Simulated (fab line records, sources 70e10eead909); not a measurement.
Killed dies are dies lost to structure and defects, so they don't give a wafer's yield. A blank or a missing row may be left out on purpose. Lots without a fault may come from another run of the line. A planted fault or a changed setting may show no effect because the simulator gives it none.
fab line records | flow nand_harc
record lots=5 wafers=15 last_day=28
route steps=1159 shown A_M0@1021 A_M1@1026
lots that met no fault: from a run of the same line without faults
start_h: hours from the record's first day to the start of the lot's first wafer shown | wait_h: hours since the lot's step before | " the same as in the row above | L1.1+2: a row that stands for several wafers | - no value, or no start given | * or withheld: withheld | < > ~ a bound
route shown NAME@n: a module of which the file shows steps, and the number in the route of the first | usual: mean/standard deviation of fault-free wafers | same: alike in all rows | chamber/n: place in a boat | sites: the reading at each site | _std_site: their standard deviation | _edge_site: outer sites' mean less inner sites' | radius_mm: how far each site lies from the wafer's centre | mask NAME#n: copy n | behind: the tool/chamber that last shaped the wafer | hold: why the lot was held/for how many hours/how that ended | device: the transistor (n, p or np) that didn't switch | end of line: the same wafers' tests at the end of the route | a step without rows: its recipe alone | killed: dies lost to structure and defects at the first sort, not the wafer's yield | map: a wafer's dies, x killed, . not, _ none there
set.NAME: the setting as run; set.NAME@STEP: as run at that earlier step | model.NAME: the simulator's own value behind a step, which no gauge read
lots at some steps of the route; a table a step, a row a wafer
services: from which hour (start_h, from the record's first day; less than 0 if before it) a tool's chamber was out of use, for how many hours, and why
## steps
# step NHARC_A_M0_SRD_25
# step NHARC_A_M0_INSPECT_27
# usual raw_defect_count=426/150
# columns lot.wafer tool chamber start_h wait_h raw_defect_count
L653.2 defect_inspect-01 - 527.63 0.0 689
L653.3 " - " " 814
L653.5 " - " " 923
L655.1 defect_inspect-02 - 551.62 0.0 639
L655.2 " - " " 401
L655.3 " - " " 398
L670.2 defect_inspect-02 - 590.31 0.0 526
L670.4 " - " " 490
L670.5 " - " " 618
L662.2 defect_inspect-01 - 604.45 0.0 377
L662.4 " - " " 250
L662.6 " - " " 494
L673.3 defect_inspect-02 - 615.11 0.0 473
L673.4 " - " " 461
L673.5 " - " " 320
# step NHARC_A_M0_PRE_CLEAN_31
# recipe time_s=12 temp_c=370 rf_power_w=300 gas=NH3
# usual heater_power_w=654/89
# columns lot.wafer tool chamber start_h wait_h heater_power_w
L653.3 pecvd-01 0 527.70 0.1 625
L653.2 " 2 " " 806
L653.5 " 1 " " 517
L655.2 pecvd-01 0 551.69 0.1 624
L655.1 " 1 " " 590
L655.3 " 2 " " 742
L670.2 pecvd-03 0 590.41 0.1 776
L670.4 " 1 " " 679
L670.5 " 0 " " 777
L662.2 pecvd-03 2 604.55 0.1 573
L662.4 " 1 " " 661
L662.6 " 2 " " 575
L673.3 pecvd-01 2 615.18 0.1 816
L673.5 " 2 " " 799
L673.4 " 0 " " 586
# step NHARC_A_M0_DEP_32
# recipe target_thk_a=300 temp_c=370 target_thk_nm=30 pressure_torr=3 flow_sccm=200 rf_w=450 material=SiCN
# usual heater_power_w=588/82
# columns lot.wafer tool chamber start_h wait_h heater_power_w
L653.3 pecvd-01 0 527.78 0.1 543
L653.2 " 2 " " 690
L653.5 " 1 " " 472
L655.2 pecvd-01 0 551.77 0.1 581
L655.1 " 1 " " 493
L655.3 " 2 " " 715
L670.2 pecvd-03 0 590.54 0.1 707
L670.4 " 1 " " 645
L670.5 " 0 " " 715
L662.2 pecvd-03 2 604.69 0.1 527
L662.4 " 1 " " 689
L662.6 " 2 " " 545
L673.3 pecvd-01 2 615.26 0.1 631
L673.5 " 2 " " 632
L673.4 " 0 " " 505
# step NHARC_A_M1_DEP_00
# recipe target_thk_a=1825 target_thk_nm=182.5 temp_c=withheld pressure_torr=5 flow_sccm=200 rf_w=600 material=SiOC
# step NHARC_A_M1_DEHYDRATE_01
# recipe temp_c=150 time_s=120
# step NHARC_A_M1_HMDS_02
# recipe time_s=30
# step NHARC_A_M1_COAT_34
# recipe temp_c=200 time_s=65
# step NHARC_A_M1_COAT_03
# recipe spin_rpm=1500 resist_thk_nm=90
# step NHARC_A_M1_SOFTBAKE_04
# recipe temp_c=105 time_s=55
# step NHARC_A_M1_EBR_05
# step NHARC_A_M1_EXPOSE_06
# recipe na=1.35 target_cd_nm=120 dose_mj=75.13 mask_id=A_M1
# usual exposure_dose_mJ_cm2=75.14/0.066
# columns lot.wafer tool chamber start_h wait_h mask exposure_dose_mJ_cm2
L653.2 arfi_scanner-01 0 528.76 - A_M1#0 75.05
L653.3 " 0 " " A_M1#0 75.16
L653.5 " 0 " " A_M1#0 75.00
L655.1 arfi_scanner-03 0 552.76 - A_M1#0 75.19
L655.2 " 0 " " A_M1#0 75.08
L655.3 " 0 " " A_M1#0 75.16
L670.2 arfi_scanner-03 0 591.69 - A_M1#0 74.22
L670.4 " 0 " " A_M1#0 74.20
L670.5 " 0 " " A_M1#0 74.10
L662.2 arfi_scanner-02 0 605.58 - A_M1#0 75.21
L662.4 " 0 " " A_M1#0 75.17
L662.6 " 0 " " A_M1#0 75.14
L673.3 arfi_scanner-02 0 616.25 - A_M1#0 75.20
L673.4 " 0 " " A_M1#0 75.17
L673.5 " 0 " " A_M1#0 75.14
# step NHARC_A_M1_PEB_07
# recipe peb_temp_c=100 peb_time_s=65
# step NHARC_A_M1_DEVELOP_08
# recipe develop_time_s=35 dev_temp_c=23
# step NHARC_A_M1_CD_MEAS_09
# recipe target_cd_nm=120 landing_energy_ev=500
# usual cd_nm=120.1/0.54
# columns lot.wafer tool chamber start_h wait_h cd_nm
L653.2 cd_sem-01 0 528.90 - 120.1
L653.3 " 0 " " 119.2
L653.5 " 0 " " 120.4
L655.1 cd_sem-03 0 552.90 - 119.9
L655.2 " 0 " " 120.8
L655.3 " 0 " " 120.3
L670.2 cd_sem-03 0 591.83 - 125.6
L670.4 " 0 " " 123.0
L670.5 " 0 " " 124.1
L662.2 cd_sem-01 0 605.72 - 120.0
L662.4 " 0 " " 120.6
L662.6 " 0 " " 120.2
L673.3 cd_sem-01 0 616.38 - 120.0
L673.4 " 0 " " 120.3
L673.5 " 0 " " 120.5
# step NHARC_A_M1_OVL_MEAS_10
# recipe pitch_nm=240
# usual overlay_x_nm=0.1/0.72 overlay_y_nm=0.4/0.83
# columns lot.wafer tool chamber start_h wait_h overlay_x_nm overlay_y_nm
L653.2 overlay-02 - 528.99 - -1.4 -0.6
L653.3 " - " " -2.1 -0.7
L653.5 " - " " -1.7 -0.6
L655.1 overlay-02 - 552.99 - -0.3 -0.4
L655.2 " - " " 0.3 -0.5
L655.3 " - " " 0.0 -0.7
L670.2 overlay-01 - 591.91 - 1.2 -0.2
L670.4 " - " " 0.9 -0.3
L670.5 " - " " 1.1 0.0
L662.2 overlay-02 - 605.81 - -1.2 0.6
L662.4 " - " " -0.9 0.1
L662.6 " - " " -0.8 0.2
L673.3 overlay-02 - 616.47 - 0.4 0.1
L673.4 " - " " 0.2 -0.2
L673.5 " - " " 0.5 -0.3
# step NHARC_A_M1_INSPECT_11
# usual raw_defect_count=32/15
# columns lot.wafer tool chamber start_h wait_h raw_defect_count
L653.2 defect_inspect-01 - 529.02 0.0 20
L653.3 " - " " 22
L653.5 " - " " 24
L655.1 defect_inspect-02 - 553.02 0.0 12
L655.2 " - " " 19
L655.3 " - " " 12
L670.2 defect_inspect-02 - 591.95 0.0 23
L670.4 " - " " 34
L670.5 " - " " 31
L662.2 defect_inspect-02 - 605.85 0.0 49
L662.4 " - " " 46
L662.6 " - " " 58
L673.3 defect_inspect-01 - 616.51 0.0 25
L673.4 " - " " 20
L673.5 " - " " 13
# step NHARC_A_M1_DESCUM_14
# recipe time_s=3 o2_flow_sccm=200 ar_flow_sccm=0 bias_power_w=0 chemistry=O2
# usual chamber_pressure_mTorr=60.00/0.059 drypump_motor_current_A=5.6/0.53 oes_product_au=0.999/0.0097 rf_vpp_V=57.8/0.98 showerhead_plenum_p_Torr=1.90/0.1 throttle_valve_pct=11.311/0.0093
# columns lot.wafer tool chamber start_h wait_h chamber_pressure_mTorr drypump_motor_current_A oes_product_au rf_hours_counter_h rf_vpp_V showerhead_plenum_p_Torr throttle_valve_pct model.A_M1.cd_nm
L653.3 rie_diel-10 0 529.08 0.1 60.03 5.9 1.008 7 59.1 1.92 11.316 119.7
L653.2 " 1 " " 59.97 5.3 1.007 14 58.2 1.98 11.313 120.4
L653.5 " 1 " " 59.98 5.2 0.996 - 59.1 1.98 11.309 120.6
L655.2 rie_diel-02 3 553.09 0.1 59.98 5.0 0.995 1 58.3 1.82 11.314 120.1
L655.3 " 1 " " 59.96 6.2 0.994 1 59.1 1.98 11.301 120.1
L655.1 " 2 " " 60.08 4.7 0.999 1 58.4 1.85 11.307 119.9
L670.4 rie_diel-13 2 592.03 0.1 60.07 5.7 1.000 8 58.3 2.04 11.305 123.6
L670.2 " 1 " " 60.04 5.1 1.008 7 58.2 1.80 11.316 125.2
L670.5 " 3 " " 60.00 6.4 0.998 - 57.5 1.78 11.302 124.3
L662.2 rie_diel-13 2 605.91 0.1 59.99 5.8 1.015 9 57.9 2.04 11.307 120.4
L662.4 " 0 " " 59.99 6.3 1.009 8 58.4 1.78 11.325 120.7
L662.6 " 2 " " 59.89 5.7 1.017 - 58.4 2.04 11.275 120.4
L673.4 rie_diel-10 3 616.58 0.1 59.95 4.8 0.997 8 56.6 1.78 11.318 120.8
L673.3 " 0 " " 60.05 5.9 1.009 7 56.9 1.92 11.320 119.7
L673.5 " 1 " " 59.99 5.3 1.008 - 56.4 1.97 11.311 120.2
# step NHARC_A_M1_ETCH_35
# recipe target_depth_a=400 overetch_a=120 time_s=43.94 ion_energy_ev=200 n2_flow_sccm=150 h2_flow_sccm=150 ar_flow_sccm=0 rf_w=400 bias_w=150 chemistry=N2/H2
# usual chamber_pressure_mTorr=30.000/0.024 drypump_motor_current_A=5.6/0.55 oes_product_au=0.998/0.01 rf_vpp_V=430/3.2 showerhead_plenum_p_Torr=2.02/0.11 throttle_valve_pct=14.172/0.01
# columns lot.wafer tool chamber start_h wait_h chamber_pressure_mTorr drypump_motor_current_A oes_product_au rf_hours_counter_h rf_vpp_V showerhead_plenum_p_Torr throttle_valve_pct
L653.3 rie_diel-10 1 529.17 0.1 29.996 5.2 0.996 14 432 2.11 14.171
L653.2 " 2 " " 29.987 5.6 0.979 14 434 2.16 14.162
L653.5 " 0 " " 30.021 5.9 1.004 - 430 2.05 14.176
L655.3 rie_diel-02 3 553.17 0.1 29.979 5.0 0.994 1 428 1.94 14.172
L655.1 " 0 " " 29.975 5.7 1.023 1 433 2.18 14.173
L655.2 " 1 " " 30.005 6.3 1.006 1 431 2.11 14.176
L670.4 rie_diel-13 0 592.12 0.1 30.005 6.3 1.008 7 428 1.90 14.170
L670.2 " 1 " " 30.014 5.1 1.028 7 426 1.92 14.189
L670.5 " 3 " " 29.967 6.4 1.002 - 427 1.90 14.187
L662.4 rie_diel-13 3 606.00 0.1 29.998 6.5 1.001 9 429 1.90 14.175
L662.2 " 0 " " 30.025 6.3 1.000 8 426 1.90 14.188
L662.6 " 3 " " 30.043 6.5 0.998 - 425 1.90 14.177
L673.4 rie_diel-10 3 616.65 0.1 29.979 4.8 0.990 8 427 1.89 14.167
L673.3 " 0 " " 29.997 5.9 1.006 7 431 2.05 14.176
L673.5 " 3 " " 29.936 4.8 0.993 - 426 1.89 14.189
# step NHARC_A_M1_ETCH_15
# recipe target_depth_a=1825 time_s=91.2 c4f8_flow_sccm=withheld ar_flow_sccm=400 rf_w=600 bias_w=300 chemistry=C4F8/Ar
# usual chamber_pressure_mTorr=24.999/0.021 oes_product_au=0.959/0.02 rf_vpp_V=440/3.2
# columns lot.wafer tool chamber start_h wait_h chamber_pressure_mTorr oes_product_au rf_hours_counter_h rf_vpp_V
L653.3 rie_diel-10 0 - - 25.036 0.931 7 440
L653.2 " 2 " " 24.994 0.906 14 445
L653.5 " 0 " " 25.000 0.922 - 442
L655.3 rie_diel-02 2 - - 25.016 0.985 1 438
L655.1 " 0 " " 24.982 0.980 1 444
L655.2 " 1 " " 25.025 0.974 1 443
L670.4 rie_diel-13 0 - - 24.989 0.979 7 436
L670.2 " 2 " " 25.031 0.961 8 446
L670.5 " 0 " " 25.015 0.976 - 437
L662.4 rie_diel-13 0 - - 25.018 0.971 8 437
L662.2 " 1 " " 24.993 0.974 8 438
L662.6 " 0 " " 24.987 0.968 - 437
L673.4 rie_diel-10 1 - - 25.012 0.960 7 441
L673.3 " 2 " " 25.011 0.963 9 444
L673.5 " 0 " " 24.994 0.984 - 442
# step NHARC_A_M1_CD_MEAS_16
# usual cd_nm=120.1/0.72
# columns lot.wafer tool chamber start_h wait_h cd_nm
L653.2 cd_sem-01 - 529.39 - 120.7
L653.3 " - " " 119.2
L653.5 " - " " 120.2
L655.1 cd_sem-03 - 553.39 - 120.2
L655.2 " - " " 119.6
L655.3 " - " " 119.5
L670.2 cd_sem-03 - 592.33 - 125.4
L670.4 " - " " 123.7
L670.5 " - " " 124.3
L662.2 cd_sem-01 - 606.21 - 120.9
L662.4 " - " " 120.9
L662.6 " - " " 120.2
L673.3 cd_sem-01 - 616.88 - 119.1
L673.4 " - " " 120.6
L673.5 " - " " 120.4
# step NHARC_A_M1_STRIP_18
# recipe power_w=1000 n2_flow_sccm=150 h2_flow_sccm=150 ar_flow_sccm=0 bias_w=0 chemistry=N2/H2
# usual chamber_pressure_mTorr=30.004/0.029 drypump_motor_current_A=5.5/0.54 oes_product_au=1.002/0.011 rf_vpp_V=90.7/1.1 showerhead_plenum_p_Torr=2.03/0.11 throttle_valve_pct=14.172/0.0093
# columns lot.wafer tool chamber start_h wait_h chamber_pressure_mTorr drypump_motor_current_A oes_product_au rf_hours_counter_h rf_vpp_V showerhead_plenum_p_Torr throttle_valve_pct
L653.3 rie_diel-13 2 529.46 0.1 29.974 5.7 1.000 2.8 92.2 2.18 14.169
L653.2 " 1 " " 29.991 5.1 0.992 2.1 89.2 1.92 14.175
L653.5 " 3 " " 29.999 6.5 0.996 - 89.2 1.90 14.168
L655.2 rie_diel-10 2 553.47 0.1 30.032 5.7 1.001 1.5 92.7 2.16 14.186
L655.1 " 3 " " 29.977 4.8 0.986 1.3 90.7 1.89 14.182
L655.3 " 0 " " 29.949 5.9 1.010 1.0 90.0 2.05 14.173
L670.2 rie_diel-02 0 592.44 0.1 30.008 5.7 1.008 2.5 92.1 2.18 14.182
L670.4 " 3 " " 29.958 5.0 0.993 - 89.0 1.94 14.179
L670.5 " 0 " " 29.989 5.7 1.018 - 91.0 2.18 14.173
L662.2 rie_diel-13 2 606.29 0.1 29.995 5.7 1.005 9.1 92.2 2.18 14.175
L662.4 " 3 " " 30.021 6.4 0.998 9.2 89.8 1.90 14.185
L662.6 " 3 " " 30.004 6.5 0.990 - 89.3 1.90 14.170
L673.3 rie_diel-13 0 616.94 0.1 30.059 6.3 1.006 9.1 88.7 1.90 14.166
L673.4 " 2 " " 30.040 5.7 1.020 10.1 91.1 2.18 14.186
L673.5 " 1 " " 30.012 5.1 1.011 - 89.2 1.92 14.153
# step NHARC_A_M1_ETCH_28
# recipe target_depth_a=300 over_etch_frac=0.3 time_s=72.99 ion_energy_ev=150 cf4_flow_sccm=50 n2_flow_sccm=100 ar_flow_sccm=150 rf_w=300 bias_w=100 chemistry=CF4/N2
# usual chamber_pressure_mTorr=30.000/0.025 drypump_motor_current_A=5.5/0.53 oes_product_au=1.002/0.011 rf_vpp_V=314.1/2.4 showerhead_plenum_p_Torr=2.61/0.14 throttle_valve_pct=19.794/0.0086
# columns lot.wafer tool chamber start_h wait_h chamber_pressure_mTorr drypump_motor_current_A oes_product_au rf_hours_counter_h rf_vpp_V showerhead_plenum_p_Torr throttle_valve_pct model.A_M1.cd_nm
L653.3 rie_diel-13 2 - - 29.999 5.8 0.992 2.9 316.9 2.79 19.790 119.5
L653.2 " 0 " " 29.980 6.3 0.999 2.8 312.1 2.46 19.799 120.3
L653.5 " 3 " " 30.025 6.5 0.991 - 311.4 2.46 19.782 120.8
L655.3 rie_diel-10 2 - - 29.971 5.6 0.997 1.6 314.7 2.77 19.788 119.7
L655.1 " 3 " " 29.989 4.8 0.974 1.3 311.4 2.45 19.799 119.1
L655.2 " 0 " " 30.048 5.9 0.998 1.1 314.5 2.64 19.796 119.7
L670.2 rie_diel-02 2 - - 29.995 4.8 1.001 2.4 313.9 2.54 19.804 125.5
L670.5 " 0 " " 29.971 5.7 1.022 - 316.1 2.79 19.787 123.6
L670.4 " 2 " " 29.964 4.8 1.009 - 312.8 2.54 19.796 124.2
L662.2 rie_diel-13 0 - - 29.980 6.3 0.997 8.1 311.7 2.46 19.786 121.2
L662.4 " 1 " " 30.028 5.1 1.004 7.6 312.0 2.48 19.779 121
L662.6 " 0 " " 30.021 6.3 0.997 - 311.4 2.46 19.774 120.7
L673.4 rie_diel-13 3 - - 29.994 6.5 1.002 10.3 310.8 2.45 19.801 120.9
L673.3 " 1 " " 29.984 5.1 1.020 8.5 311.3 2.48 19.779 119.2
L673.5 " 3 " " 30.021 6.5 1.014 - 311.4 2.45 19.795 119.8
# step NHARC_A_M1_STRIP_19
# recipe time_s=600 temp_c=30 chemistry=post_etch_residue_remover
## services
# columns tool chamber start_h hours kind
arfi_scanner-03 - 504.01 22.6 repair
rie_diel-02 - 504.70 9.0 pm
rie_diel-13 0 511.00 - clean
rie_diel-13 1 511.00 - clean
rie_diel-13 2 511.00 - clean
rie_diel-13 3 511.00 - clean
rie_diel-13 1 512.42 4.0 repair
rie_diel-10 - 530.50 9.0 pm
rie_diel-02 - 532.85 1.0 repair
rie_diel-13 0 535.50 - clean
rie_diel-13 1 535.50 - clean
rie_diel-13 2 535.50 - clean
rie_diel-13 3 535.50 - clean
rie_diel-13 - 542.14 0.3 repair
arfi_scanner-01 - 542.20 0.8 repair
arfi_scanner-01 - 543.04 4.0 pm
rie_diel-02 2 546.91 3.0 repair
rie_diel-02 0 557.79 8.5 repair
rie_diel-13 0 560.00 - clean
rie_diel-02 1 576.62 20.7 repair
arfi_scanner-01 - 591.80 1.4 repair
pecvd-01 - 599.40 13.0 pm
arfi_scanner-02 - 600.00 4.0 pm
rie_diel-10 1 601.31 6.1 repair
## key
first_sign step=NHARC_A_M1_EXPOSE_06 reading=exposure_dose_mJ_cm2 direction=down sigmas=15 usual=75.14 struck=74.17
effect step=NHARC_A_M1_CD_MEAS_09 reading=cd_nm direction=up sigmas=7.7 usual=120.1 struck=124.2 through=control_loop
effect step=NHARC_A_M1_CD_MEAS_16 reading=cd_nm direction=up sigmas=6.1 usual=120.1 struck=124.5 through=control_loop
model_effect step=NHARC_A_M1_DESCUM_14 value=A_M1.cd_nm without=120.5 struck=124.4
model_effect step=NHARC_A_M1_ETCH_28 value=A_M1.cd_nm without=120.6 struck=124.4
met_at NHARC_A_M1_EXPOSE_06
struck_wafers L670.2,L670.4,L670.5
rows_end L670.2
sort_left_out L670.4,L670.5
loop_trim step=NHARC_A_M1_EXPOSE_06 setting=dose lots=L670
onset_between 552.76 591.69
fault kind=process_parameter_drift tool=arfi_scanner-03 chamber=- onset_h=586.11 steps=NHARC_A_M1_EXPOSE_06 channel=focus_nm offset=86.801 spread_by_wafer=0.3 shape=step
# sort_left_out: the simulated sort isn't trusted on such a fault, so these wafers' sort isn't shown, and their yield isn't known
# rows_end: these wafers met a further fault down the route, and their rows from its step on are left out
# loop_trim: a control loop set the setting to another value than it would have without faults
